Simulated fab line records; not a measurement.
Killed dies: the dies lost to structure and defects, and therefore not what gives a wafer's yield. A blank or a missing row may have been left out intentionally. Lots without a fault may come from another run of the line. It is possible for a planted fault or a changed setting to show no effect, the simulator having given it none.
fab line records | flow n5_finfet
[record] lots = 7 | wafers = 21
route steps=1938 shown BEOL_M4@1023 BEOL_M5@1157 BEOL_M6@1233 BEOL_M7@1267 BEOL_M8@1332
start_h: the number of hours between the record's first day and the start of the first shown wafer of the lot | wait_h: how many hours have passed since the lot's step before this one | " repeats the value in the row above | L1.1+2: a row that stands for several wafers | - no value, or no start given | * or withheld: withheld | < > ~ a bound
route shown NAME@n: a module of which the file shows steps, and the number in the route of the first | usual: mean/standard deviation taken from wafers without a fault | same: alike in all rows | chamber/n: place in a boat | sites: per-site readings | _std_site: how widely they spread, as a standard deviation | _edge_site: the outer-site mean with the inner-site mean subtracted | radius_mm: for every site, how far away it sits from the centre of the wafer | mask NAME#n: copy n | behind: the tool/chamber that last shaped the wafer | hold: reason for holding the lot/hours on hold/outcome of the hold | device: the transistor (n, p or np) that didn't switch | end of line: at the end of the route, the tests of the same wafers | a step without rows: its recipe alone | killed: dies that structure and defects cost at the first sort, which is not the same as the wafer's yield | map: a wafer's dies, marking killed ones x, the rest . and places with no die _
set.NAME: the setting the step ran with; set.NAME@STEP: the setting that earlier step ran with | model.NAME: the simulator's own value behind a step, which no gauge read
lots where settings were altered on purpose, with a table for each step and a row for each wafer
[[steps]]
[step N5_BEOL_M4_PECVD_72]
[recipe] material = SiO2 | target_thk_a = 160 | temp_c = 400 | precursor = TEOS/O2 | pressure_torr = 5.5 | rf_w = 450 | teos_flow_sccm = 53.8 | gas = O2 | flow_sccm = 3000 | time_s = 18
lot.wafer  | tool     | chamber | start_h | wait_h | set.time_s | model.SiO2_of_BEOL_M4_PECVD_72.thk_nm
L077.2     | pecvd-03 | 1       | 175.84  | 0.0    | 18         | 16
L077.5     | "        | 2       | "       | "      | 17.32      | 15.4
L077.6     | "        | 1       | "       | "      | 17.32      | 15.6
L080.2     | pecvd-04 | 1       | 198.77  | 0.0    | 15.73      | 14.4
L080.3     | "        | 2       | "       | "      | 15.73      | 14
L080.5     | "        | 2       | "       | "      | 18         | 16.2
L083.1     | pecvd-03 | 1       | 217.15  | 0.0    | 18         | 16
L083.2     | "        | 0       | "       | "      | 20.34      | 18
L083.6     | "        | 1       | "       | "      | 18         | 16.2
L087.2     | pecvd-03 | 2       | 248.61  | 0.0    | 18         | 15.6
L087.3     | "        | 1       | "       | "      | 18         | 15.8
L087.6     | "        | 2       | "       | "      | 18         | 16.2
L088.3+4   | pecvd-02 | 1,2     | 251.28  | 0.0    | 18         | 16
L088.5     | "        | 1       | "       | "      | 18         | 16.2
L093.2     | pecvd-03 | 2       | 285.16  | 0.0    | 16.34      | 14
L093.4     | "        | 0       | "       | "      | 18         | 16.4
L093.6     | "        | 1       | "       | "      | 16.34      | 14.6
L095.2+4+5 | pecvd-04 | 0,2,0   | 298.94  | 0.0    | 18         | 16
[step N5_BEOL_M4_HM_DEP_02]
[recipe] material = TiN | target_thk_a = 200 | temp_c = 25 | chamber_pressure_pa = 0.49996
[step N5_BEOL_M4_COAT_61]
[recipe] resist = SOC | temp_c = 250 | time_s = 60 | spin_rpm = 1500 | resist_thk_nm = 60
[step N5_BEOL_M4_STRIP_97]
[recipe] chemistry = N2/H2 | time_s = 10 | power_w = 450 | temp_c = 40 | pressure_mtorr = 20 | rf_frequency_hz = 6e+07 | bias_power_w = 7 | n2_flow_sccm = 200 | h2_flow_sccm = 200
[step N5_BEOL_M4_HM_STRIP_39]
[recipe] chemistry = peroxide_tin_strip | material = TiN | target_depth_a = 250 | temp_c = 50 | time_s = 158
lot.wafer  | tool         | chamber | start_h | wait_h | set.time_s@BEOL_M4_PECVD_72 | model.SiO2_of_BEOL_M4_PECVD_72.thk_nm
L077.2     | wet_bench-05 | 0       | 193.34  | 0.0    | 18                          | 15.8
L077.5     | "            | 4       | "       | "      | 17.32                       | 15.2
L077.6     | "            | 7       | "       | "      | 17.32                       | 15.4
L080.2     | wet_bench-04 | 1       | 208.08  | 0.0    | 15.73                       | 14.2
L080.3     | "            | 6       | "       | "      | 15.73                       | 13.8
L080.5     | "            | 2       | "       | "      | 18                          | 16
L083.1     | wet_bench-05 | 4       | 224.18  | 0.0    | 18                          | 15.8
L083.2     | "            | 2       | "       | "      | 20.34                       | 17.8
L083.6     | "            | 5       | "       | "      | 18                          | 16
L087.2     | wet_bench-04 | 4       | 257.15  | 0.0    | 18                          | 15.4
L087.3     | "            | 7       | "       | "      | 18                          | 15.6
L087.6     | "            | 6       | "       | "      | 18                          | 16
L088.3     | wet_bench-02 | 4       | 262.03  | 0.0    | 18                          | 15.8
L088.4+5   | "            | 3,2     | "       | "      | 18                          | 16
L093.2     | wet_bench-04 | 2       | 289.25  | 0.0    | 16.34                       | 14
L093.4     | "            | 3       | "       | "      | 18                          | 16.2
L093.6     | "            | 1       | "       | "      | 16.34                       | 14.4
L095.2+4+5 | wet_bench-05 | 3,0,7   | 305.54  | 0.0    | 18                          | 15.8
[step N5_BEOL_M5_VIA_ETCH_34]
[recipe] chemistry = C4F6/O2 | target = SiCOH_lowk | target_depth_a = 883 | mask_material = SOC | taper_deg = 4 | time_s = 39.2 | ion_energy_ev = 250 | pressure_mtorr = 30 | source_w = 345 | bias_w = 185 | Ar_flow_sccm = 300 | C4F6_flow_sccm = 10 | O2_flow_sccm = 10
[usual] rf_vpp_V = 667/14
lot.wafer | tool        | chamber | start_h | wait_h | set.bias_w | rf_vpp_V
L077.2    | rie_diel-06 | 3       | 201.21  | 0.0    | 185        | 669
L077.5    | "           | 0       | "       | "      | 163.3      | 608
L077.6    | "           | 1       | "       | "      | 163.3      | 584
L080.2    | rie_diel-05 | 1       | 217.07  | 0.0    | 185        | 685
L080.3    | "           | 2       | "       | "      | 193.9      | 687
L080.5    | "           | 1       | "       | "      | 185        | 685
L083.1    | rie_diel-05 | 1       | 233.22  | 0.0    | 185        | 684
L083.2    | "           | 2       | "       | "      | 185        | 663
L083.6    | "           | 0       | "       | "      | 185        | 667
L087.2    | rie_diel-05 | 0       | 267.90  | 0.0    | 185        | 666
L087.3    | "           | 3       | "       | "      | 185        | 681
L087.6    | "           | 0       | "       | "      | 198.1      | 702
L088.3    | rie_diel-03 | 1       | 272.06  | 0.0    | 185        | 652
L088.4    | "           | 0       | "       | "      | 156.7      | 599
L088.5    | "           | 2       | "       | "      | 185        | 640
L093.2    | rie_diel-05 | 0       | 297.53  | 0.0    | 160.8      | 596
L093.4    | "           | 2       | "       | "      | 185        | 662
L093.6    | "           | 2       | "       | "      | 185        | 664
L095.2    | rie_diel-06 | 1       | 313.28  | 0.0    | 185        | 647
L095.4    | "           | 3       | "       | "      | 185        | 669
L095.5    | "           | 2       | "       | "      | 185        | 679
[step N5_BEOL_M5_ETCH_41]
[recipe] chemistry = CH3F/O2 | target = SiCN | target_depth_a = 315 | taper_deg = 2 | time_s = 56.7 | ion_energy_ev = 120 | mask_material = TiN | pressure_mtorr = 30 | source_w = 395 | bias_w = 75 | Ar_flow_sccm = 150 | CH3F_flow_sccm = 30 | O2_flow_sccm = 20
[usual] rf_vpp_V = 297.0/1.5
lot.wafer | tool        | chamber | start_h | wait_h | set.source_w | rf_vpp_V
L077.2    | rie_diel-06 | 3       | -       | -      | 395          | 295.2
L077.5    | "           | 0       | "       | "      | 395          | 296.3
L077.6    | "           | 1       | "       | "      | 395          | 296.0
L080.2    | rie_diel-05 | 1       | -       | -      | 332.3        | 315.7
L080.3    | "           | 2       | "       | "      | 332.3        | 312.8
L080.5    | "           | 1       | "       | "      | 395          | 299.5
L083.1    | rie_diel-05 | 1       | -       | -      | 395          | 298.2
L083.2    | "           | 2       | "       | "      | 395          | 296.2
L083.6    | "           | 0       | "       | "      | 375.5        | 304.1
L087.2    | rie_diel-05 | 0       | -       | -      | 395          | 298.1
L087.3    | "           | 3       | "       | "      | 372.8        | 303.1
L087.6    | "           | 0       | "       | "      | 372.8        | 302.1
L088.3    | rie_diel-03 | 1       | -       | -      | 395          | 298.4
L088.4    | "           | 0       | "       | "      | 395          | 297.3
L088.5    | "           | 2       | "       | "      | 373.8        | 300.9
L093.2    | rie_diel-05 | 0       | -       | -      | 395          | 298.6
L093.4    | "           | 2       | "       | "      | 326.9        | 314.6
L093.6    | "           | 2       | "       | "      | 326.9        | 315.9
L095.2    | rie_diel-06 | 1       | -       | -      | 395          | 295.1
L095.4    | "           | 3       | "       | "      | 395          | 295.3
L095.5    | "           | 2       | "       | "      | 395          | 299.7
[step N5_BEOL_M6_ETCH_66]
[recipe] chemistry = N2/H2 | target = SOC | target_depth_a = 800 | overetch_a = 160 | mask_material = SiARC | temp_c = 40 | time_s = 120 | ion_energy_ev = 200 | pressure_mtorr = 30 | source_w = 840 | bias_w = 150 | n2_flow_sccm = 200 | h2_flow_sccm = 200
[usual] rf_vpp_V = 523.7/2.5
lot.wafer | tool        | chamber | start_h | wait_h | set.source_w | rf_vpp_V
L077.2    | rie_diel-04 | 1       | 215.22  | 0.0    | 891.3        | 513.6
L077.5    | "           | 2       | "       | "      | 840          | 525.6
L077.6    | "           | 1       | "       | "      | 891.3        | 514.5
L080.2    | rie_diel-02 | 1       | 230.70  | 0.0    | 840          | 523.9
L080.3    | "           | 2       | "       | "      | 916.2        | 512.5
L080.5    | "           | 3       | "       | "      | 840          | 525.5
L083.1    | rie_diel-02 | 0       | 246.29  | 0.0    | 840          | 520.0
L083.2    | "           | 1       | "       | "      | 840          | 524.8
L083.6    | "           | 0       | "       | "      | 840          | 521.3
L087.2    | rie_diel-02 | 1       | 278.49  | 0.0    | 840          | 522.8
L087.3    | "           | 2       | "       | "      | 840          | 526.7
L087.6    | "           | 2       | "       | "      | 840          | 527.4
L088.3    | rie_diel-04 | 1       | 284.30  | 0.0    | 840          | 522.6
L088.4    | "           | 0       | "       | "      | 840          | 529.4
L088.5    | "           | 3       | "       | "      | 840          | 525.6
L093.2    | rie_diel-01 | 1       | 308.99  | 0.0    | 971.9        | 495.4
L093.4    | "           | 0       | "       | "      | 840          | 521.7
L093.6    | "           | 0       | "       | "      | 971.9        | 496.8
L095.2    | rie_diel-01 | 3       | 326.91  | 0.0    | 840          | 519.8
L095.4    | "           | 2       | "       | "      | 840          | 523.1
L095.5    | "           | 1       | "       | "      | 840          | 520.3
[step N5_BEOL_M7_HM_DEP_02]
[recipe] material = TiN | target_thk_a = 200 | temp_c = 25 | chamber_pressure_pa = 0.49996
lot.wafer  | tool           | chamber | start_h | wait_h | set.target_thk_a | model.TiN_of_BEOL_M7_HM_DEP_02.thk_nm
L077.2     | pvd_sputter-02 | -       | 219.30  | 0.6    | 200              | 20.2
L077.5     | "              | -       | "       | "      | 200              | 20.4
L077.6     | "              | -       | "       | "      | 200              | 19.8
L080.2     | pvd_sputter-03 | -       | 236.88  | 0.6    | 217.1            | 21.4
L080.3     | "              | -       | "       | "      | 217.1            | 21.8
L080.5     | "              | -       | "       | "      | 200              | 20.4
L083.1+6   | pvd_sputter-01 | -       | 250.45  | 0.7    | 200              | 20
L083.2     | "              | -       | "       | "      | 200              | 19.8
L087.2     | pvd_sputter-01 | -       | 281.91  | 0.0    | 200              | 20
L087.3     | "              | -       | "       | "      | 219.4            | 22
L087.6     | "              | -       | "       | "      | 219.4            | 21.8
L088.3+5   | pvd_sputter-03 | -       | 289.43  | 0.8    | 177.2            | 18
L088.4     | "              | -       | "       | "      | 200              | 20.2
L093.2+6   | pvd_sputter-03 | -       | 313.95  | 0.7    | 178.5            | 18
L093.4     | "              | -       | "       | "      | 178.5            | 17.8
L095.2+4+5 | pvd_sputter-01 | -       | 333.60  | 0.6    | 200              | 20.2
[step N5_BEOL_M7_COAT_05]
[recipe] resist = CAR-ArF | spin_rpm = 1500 | resist_thk_nm = 90
lot.wafer  | tool           | chamber | start_h | wait_h | set.spin_rpm | model.CAR-ArF_of_BEOL_M7_COAT_05.thk_nm
L077.2     | litho_track-04 | 0       | -       | -      | 1500         | 90
L077.5     | "              | 0       | "       | "      | 1500         | 89.8
L077.6     | "              | 0       | "       | "      | 1364         | 94.2
L080.2     | litho_track-05 | 0       | -       | -      | 1408         | 93.2
L080.3     | "              | 0       | "       | "      | 1500         | 90
L080.5     | "              | 0       | "       | "      | 1500         | 90.2
L083.1     | litho_track-03 | 0       | -       | -      | 1500         | 89.4
L083.2     | "              | 0       | "       | "      | 1395         | 92.6
L083.6     | "              | 0       | "       | "      | 1395         | 93
L087.2     | litho_track-03 | 0       | -       | -      | 1500         | 89.8
L087.3     | "              | 0       | "       | "      | 1365         | 93.8
L087.6     | "              | 0       | "       | "      | 1365         | 94
L088.3+4+5 | litho_track-03 | 0       | -       | -      | 1500         | 90.2
L093.2+6   | litho_track-04 | 0       | -       | -      | 1384         | 93.8
L093.4     | "              | 0       | "       | "      | 1500         | 90
L095.2+4   | litho_track-03 | 0       | -       | -      | 1500         | 90
L095.5     | "              | 0       | "       | "      | 1500         | 89.8
[step N5_BEOL_M7_EBR_07]
[recipe] solvent = PGMEA | ebr_width_mm = 1.5
[step N5_BEOL_M7_SOFTBAKE_06]
[recipe] temp_c = 110 | time_s = 60 | resist = CAR-ArF
[step N5_BEOL_M7_EXPOSE_08]
[recipe] mask_id = M7 | na = 1.35 | source_shape = dipole | sigma_inner = 0.817 | sigma_outer = 0.97 | polarization = te | dose_mj = 68.25
[step N5_BEOL_M7_PEB_09]
[recipe] peb_temp_c = withheld | peb_time_s = 60 | resist = CAR-ArF
[step N5_BEOL_M7_DEVELOP_10]
[recipe] develop_time_s = 30 | developer = TMAH | resist = CAR-ArF | rinse_liquid = diw | dry = air_spin | dev_temp_c = 23
lot.wafer | tool           | chamber | start_h | wait_h | set.spin_rpm@BEOL_M7_COAT_05 | model.CAR-ArF_of_BEOL_M7_COAT_05.thk_nm
L077.2    | litho_track-04 | 0       | -       | -      | 1500                         | 88.4
L077.5    | "              | 0       | "       | "      | 1500                         | 88
L077.6    | "              | 0       | "       | "      | 1364                         | 92.4
L080.2    | litho_track-05 | 0       | -       | -      | 1408                         | 91.4
L080.3    | "              | 0       | "       | "      | 1500                         | 88.4
L080.5    | "              | 0       | "       | "      | 1500                         | 88.6
L083.1    | litho_track-05 | 0       | -       | -      | 1500                         | 87.6
L083.2    | "              | 0       | "       | "      | 1395                         | 91
L083.6    | "              | 0       | "       | "      | 1395                         | 91.2
L087.2    | litho_track-04 | 0       | -       | -      | 1500                         | 88.2
L087.3    | "              | 0       | "       | "      | 1365                         | 92.2
L087.6    | "              | 0       | "       | "      | 1365                         | 92.4
L088.3+4  | litho_track-05 | 0       | -       | -      | 1500                         | 88.4
L088.5    | "              | 0       | "       | "      | 1500                         | 88.6
L093.2+6  | litho_track-04 | 0       | -       | -      | 1384                         | 92
L093.4    | "              | 0       | "       | "      | 1500                         | 88.2
L095.2    | litho_track-03 | 0       | -       | -      | 1500                         | 88.2
L095.4    | "              | 0       | "       | "      | 1500                         | 88.4
L095.5    | "              | 0       | "       | "      | 1500                         | 88
[step N5_BEOL_M7_STRIP_68]
[recipe] chemistry = N2/H2 | temp_c = 40 | n2_flow_sccm = 200 | h2_flow_sccm = 200 | rf_frequency_hz = 6e+07
[step N5_BEOL_M7_STRIP_67]
[recipe] chemistry = CF4 | resist = SiARC | power_w = 300 | bias_power_w = 75 | pressure_mtorr = 50 | cf4_flow_sccm = 150 | rf_frequency_hz = 6e+07
[step N5_BEOL_M7_HM_OPEN_17]
[recipe] chemistry = Cl2/BCl3 | target_depth_a = 200 | overetch_a = 60 | target = TiN | mask_material = SOC | ion_energy_ev = 150 | pressure_mtorr = 10 | icp_w = 1000 | bias_w = 126 | Cl2_flow_sccm = 53.25 | bcl3_flow_sccm = 21.75 | Ar_flow_sccm = 25
lot.wafer | tool         | chamber | start_h | wait_h | set.target_thk_a@BEOL_M7_HM_DEP_02 | model.etch.depth_nm
L077.2    | rie_metal-01 | 0       | 220.18  | 0.0    | 200                                | 20.15
L077.5    | "            | 1       | "       | "      | 200                                | 20.36
L077.6    | "            | 0       | "       | "      | 200                                | 19.89
L080.2    | rie_metal-03 | 1       | 237.83  | 0.0    | 217.1                              | 21.48
L080.3    | "            | 1       | "       | "      | 217.1                              | 21.88
L080.5    | "            | 1       | "       | "      | 200                                | 20.32
L083.1    | rie_metal-03 | 0       | 251.32  | 0.0    | 200                                | 19.99
L083.2    | "            | 1       | "       | "      | 200                                | 19.86
L083.6    | "            | 0       | "       | "      | 200                                | 19.95
L087.2    | rie_metal-01 | 0       | 283.02  | 0.0    | 200                                | 19.9
L087.3    | "            | 1       | "       | "      | 219.4                              | 21.92
L087.6    | "            | 1       | "       | "      | 219.4                              | 21.76
L088.3    | rie_metal-02 | 1       | 290.68  | 0.1    | 177.2                              | 17.93
L088.4    | "            | 0       | "       | "      | 200                                | 20.1
L088.5    | "            | 0       | "       | "      | 177.2                              | 17.98
L093.2    | rie_metal-02 | 1       | 315.08  | 0.0    | 178.5                              | 17.94
L093.4    | "            | 0       | "       | "      | 178.5                              | 17.81
L093.6    | "            | 0       | "       | "      | 178.5                              | 17.98
L095.2+4  | rie_metal-02 | 1,0     | 334.48  | 0.0    | 200                                | 20.16
L095.5    | "            | 1       | "       | "      | 200                                | 20.11
[step N5_BEOL_M7_STRIP_19]
[recipe] chemistry = O2 | power_w = 400 | temp_c = 40 | pressure_mtorr = 30 | rf_frequency_hz = 6e+07 | bias_power_w = 0 | overash_fraction = 0.2 | o2_flow_sccm = 225
[step N5_BEOL_M7_STRIP_76]
[recipe] chemistry = C4F6/O2 | resist = SiARC | rf_frequency_hz = 6e+07
[step N5_BEOL_M7_STRIP_36]
[recipe] chemistry = N2/H2 | power_w = 450 | temp_c = 40 | pressure_mtorr = 20 | rf_frequency_hz = 6e+07 | overash_fraction = 0.3 | bias_power_w = 7 | h2_frac = 0.5 | n2_flow_sccm = 200 | h2_flow_sccm = 200
[step N5_BEOL_M7_TRENCH_ETCH_37]
[recipe] chemistry = C4F6/O2 | target_depth_a = 934.78 | target = SiCOH_lowk | time_s = 31.2 | ion_energy_ev = 250 | pressure_mtorr = 30 | source_w = 345 | bias_w = 185 | Ar_flow_sccm = 300 | C4F6_flow_sccm = 10 | O2_flow_sccm = 10
lot.wafer | tool        | chamber | start_h | wait_h | set.target_thk_a@BEOL_M7_HM_DEP_02 | model.TiN_of_BEOL_M7_HM_DEP_02.thk_nm
L077.2    | rie_diel-05 | 1       | -       | -      | 200                                | 17.4
L077.5    | "           | 0       | "       | "      | 200                                | 17.6
L077.6    | "           | 1       | "       | "      | 200                                | 17.2
L080.2    | rie_diel-06 | 1       | -       | -      | 217.1                              | 18.8
L080.3    | "           | 0       | "       | "      | 217.1                              | 19.2
L080.5    | "           | 1       | "       | "      | 200                                | 17.6
L083.1+6  | rie_diel-06 | 0,1     | -       | -      | 200                                | 17.4
L083.2    | "           | 1       | "       | "      | 200                                | 17.2
L087.2    | rie_diel-06 | 0       | -       | -      | 200                                | 17.2
L087.3    | "           | 3       | "       | "      | 219.4                              | 19.2
L087.6    | "           | 2       | "       | "      | 219.4                              | 19
L088.3+5  | rie_diel-05 | 1,0     | -       | -      | 177.2                              | 15.2
L088.4    | "           | 3       | "       | "      | 200                                | 17.4
L093.2+4  | rie_diel-06 | 3,1     | -       | -      | 178.5                              | 15.2
L093.6    | "           | 1       | "       | "      | 178.5                              | 15.4
L095.2    | rie_diel-06 | 3       | -       | -      | 200                                | 17.4
L095.4+5  | "           | 1       | "       | "      | 200                                | 17.6
[step N5_BEOL_M8_ILD_DEP_00]
[recipe] material = SiCOH_lowk | target_thk_a = 1797.5 | temp_c = 300 | precursor = DEMS/porogen | pressure_torr = 5 | rf_w = 500 | time_s = 33.4
lot.wafer | tool     | chamber | start_h | wait_h | set.time_s | model.SiCOH_lowk_of_BEOL_M8_ILD_DEP_00.thk_nm
L077.2    | pecvd-04 | 1       | 226.12  | 0.1    | 33.4       | 179.2
L077.5    | "        | 1       | "       | "      | 35.34      | 190.4
L077.6    | "        | 1       | "       | "      | 35.34      | 190.6
L080.2    | pecvd-03 | 1       | 242.79  | 0.0    | 33.4       | 181.2
L080.3    | "        | 2       | "       | "      | 33.4       | 177.6
L080.5    | "        | 2       | "       | "      | 35.57      | 192
L083.1    | pecvd-04 | 1       | 257.33  | 0.0    | 35.8       | 191.4
L083.2    | "        | 2       | "       | "      | 33.4       | 179.4
L083.6    | "        | 1       | "       | "      | 33.4       | 181
L087.2+3  | pecvd-03 | 1,0     | 287.37  | 0.0    | 33.4       | 179.2
L087.6    | "        | 1       | "       | "      | 37.79      | 204.4
L088.3    | pecvd-02 | 0       | 295.57  | 0.0    | 33.4       | 181
L088.4    | "        | 2       | "       | "      | 33.4       | 182.2
L088.5    | "        | 0       | "       | "      | 33.4       | 183.4
L093.2    | pecvd-04 | 0       | 321.81  | 0.0    | 36.67      | 192
L093.4    | "        | 0       | "       | "      | 33.4       | 177.6
L093.6    | "        | 1       | "       | "      | 33.4       | 181.6
L095.2    | pecvd-04 | 2       | 343.30  | 0.0    | 33.4       | 181.4
L095.4    | "        | 0       | "       | "      | 33.4       | 181
L095.5    | "        | 1       | "       | "      | 33.4       | 184.4
[step N5_BEOL_M8_CURE_74]
[recipe] temp_c = 385 | time_s = 240 | ambient = He/Ar | material = SiCOH_lowk
lot.wafer | tool       | chamber | start_h | wait_h | set.time_s@BEOL_M8_ILD_DEP_00 | model.SiCOH_lowk_of_BEOL_M8_ILD_DEP_00.thk_nm
L077.2    | uv_cure-02 | 1       | 226.41  | 0.3    | 33.4                          | 154.4
L077.5    | "          | 1       | "       | "      | 35.34                         | 164.2
L077.6    | "          | 1       | "       | "      | 35.34                         | 164.4
L080.2    | uv_cure-02 | 1       | 243.01  | 0.2    | 33.4                          | 156.4
L080.3    | "          | 1       | "       | "      | 33.4                          | 153
L080.5    | "          | 1       | "       | "      | 35.57                         | 165.8
L083.1    | uv_cure-02 | 0       | 257.40  | 0.0    | 35.8                          | 165.2
L083.2    | "          | 0       | "       | "      | 33.4                          | 154.6
L083.6    | "          | 0       | "       | "      | 33.4                          | 156
L087.2    | uv_cure-02 | 0       | 287.58  | 0.2    | 33.4                          | 154.4
L087.3    | "          | 0       | "       | "      | 33.4                          | 154.6
L087.6    | "          | 0       | "       | "      | 37.79                         | 176.6
L088.3    | uv_cure-03 | 0       | 295.79  | 0.2    | 33.4                          | 156
L088.4    | "          | 0       | "       | "      | 33.4                          | 157
L088.5    | "          | 0       | "       | "      | 33.4                          | 158.2
L093.2    | uv_cure-01 | 2       | 322.04  | 0.2    | 36.67                         | 165.6
L093.4    | "          | 2       | "       | "      | 33.4                          | 153
L093.6    | "          | 2       | "       | "      | 33.4                          | 156.6
L095.2    | uv_cure-02 | 0       | 343.58  | 0.3    | 33.4                          | 156.4
L095.4    | "          | 0       | "       | "      | 33.4                          | 156.2
L095.5    | "          | 0       | "       | "      | 33.4                          | 159.2
[step N5_BEOL_M8_THK_MEAS_01]
[recipe] reads = SiCOH_lowk_of_BEOL_M8_ILD_DEP_00
[usual] M8_ILD_THK = 155.5/2
lot.wafer | tool          | chamber | start_h | wait_h | set.time_s@BEOL_M8_ILD_DEP_00 | M8_ILD_THK[nm]
L077.2    | film_metro-02 | -       | 227.25  | 0.7    | 33.4                          | 154.5
L077.5    | "             | -       | "       | "      | 35.34                         | 164.1
L077.6    | "             | -       | "       | "      | 35.34                         | 164.4
L080.2    | film_metro-01 | -       | 243.84  | 0.7    | 33.4                          | 156.3
L080.3    | "             | -       | "       | "      | 33.4                          | 153.1
L080.5    | "             | -       | "       | "      | 35.57                         | 165.7
L083.1    | film_metro-01 | -       | 257.91  | 0.4    | 35.8                          | 165.3
L083.2    | "             | -       | "       | "      | 33.4                          | 154.6
L083.6    | "             | -       | "       | "      | 33.4                          | 156.0
L087.2    | film_metro-02 | -       | 288.01  | 0.4    | 33.4                          | 154.4
L087.3    | "             | -       | "       | "      | 33.4                          | 154.7
L087.6    | "             | -       | "       | "      | 37.79                         | 176.6
L088.3    | film_metro-01 | -       | 296.15  | 0.3    | 33.4                          | 156.1
L088.4    | "             | -       | "       | "      | 33.4                          | 157.1
L088.5    | "             | -       | "       | "      | 33.4                          | 158.0
L093.2    | film_metro-01 | -       | 322.87  | 0.7    | 36.67                         | 165.6
L093.4    | "             | -       | "       | "      | 33.4                          | 153.0
L093.6    | "             | -       | "       | "      | 33.4                          | 156.5
L095.2    | film_metro-02 | -       | 344.41  | 0.7    | 33.4                          | 156.5
L095.4    | "             | -       | "       | "      | 33.4                          | 156.0
L095.5    | "             | -       | "       | "      | 33.4                          | 159.2
[[key]]
[split] step = N5_BEOL_M4_PECVD_72 | setting = time_s | stated = 18 | by = wafer
[response] step = N5_BEOL_M4_PECVD_72 | reading = model.SiO2_of_BEOL_M4_PECVD_72.thk_nm | change = +0.167 | per = 1% | r = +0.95
[response] step = N5_BEOL_M4_HM_STRIP_39 | reading = model.SiO2_of_BEOL_M4_PECVD_72.thk_nm | change = +0.164 | per = 1% | r = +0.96
[split] step = N5_BEOL_M5_VIA_ETCH_34 | setting = bias_w | stated = 185 | by = wafer
[response] step = N5_BEOL_M5_VIA_ETCH_34 | reading = rf_vpp_V | change = +4.34 | per = 1% | r = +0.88
[split] step = N5_BEOL_M5_ETCH_41 | setting = source_w | stated = 395 | by = wafer
[response] step = N5_BEOL_M5_ETCH_41 | reading = rf_vpp_V | change = -0.942 | per = 1% | r = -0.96
[split] step = N5_BEOL_M6_ETCH_66 | setting = source_w | stated = 840 | by = wafer
[response] step = N5_BEOL_M6_ETCH_66 | reading = rf_vpp_V | change = -1.59 | per = 1% | r = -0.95
[split] step = N5_BEOL_M7_HM_DEP_02 | setting = target_thk_a | stated = 200 | by = wafer
[response] step = N5_BEOL_M7_HM_DEP_02 | reading = model.TiN_of_BEOL_M7_HM_DEP_02.thk_nm | change = +0.181 | per = 1% | r = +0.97
[response] step = N5_BEOL_M7_HM_OPEN_17 | reading = model.etch.depth_nm | change = +0.185 | per = 1% | r = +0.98
[response] step = N5_BEOL_M7_TRENCH_ETCH_37 | reading = model.TiN_of_BEOL_M7_HM_DEP_02.thk_nm | change = +0.187 | per = 1% | r = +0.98
[split] step = N5_BEOL_M7_COAT_05 | setting = spin_rpm | stated = 1500 | by = wafer
[response] step = N5_BEOL_M7_COAT_05 | reading = model.CAR-ArF_of_BEOL_M7_COAT_05.thk_nm | change = -0.478 | per = 1% | r = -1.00
[response] step = N5_BEOL_M7_DEVELOP_10 | reading = model.CAR-ArF_of_BEOL_M7_COAT_05.thk_nm | change = -0.474 | per = 1% | r = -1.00
[split] step = N5_BEOL_M8_ILD_DEP_00 | setting = time_s | stated = 33.4 | by = wafer
[response] step = N5_BEOL_M8_ILD_DEP_00 | reading = model.SiCOH_lowk_of_BEOL_M8_ILD_DEP_00.thk_nm | change = +1.72 | per = 1% | r = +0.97
[response] step = N5_BEOL_M8_CURE_74 | reading = model.SiCOH_lowk_of_BEOL_M8_ILD_DEP_00.thk_nm | change = +1.51 | per = 1% | r = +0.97
[response] step = N5_BEOL_M8_THK_MEAS_01 | reading = M8_ILD_THK | change = +1.51 | per = 1% | r = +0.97
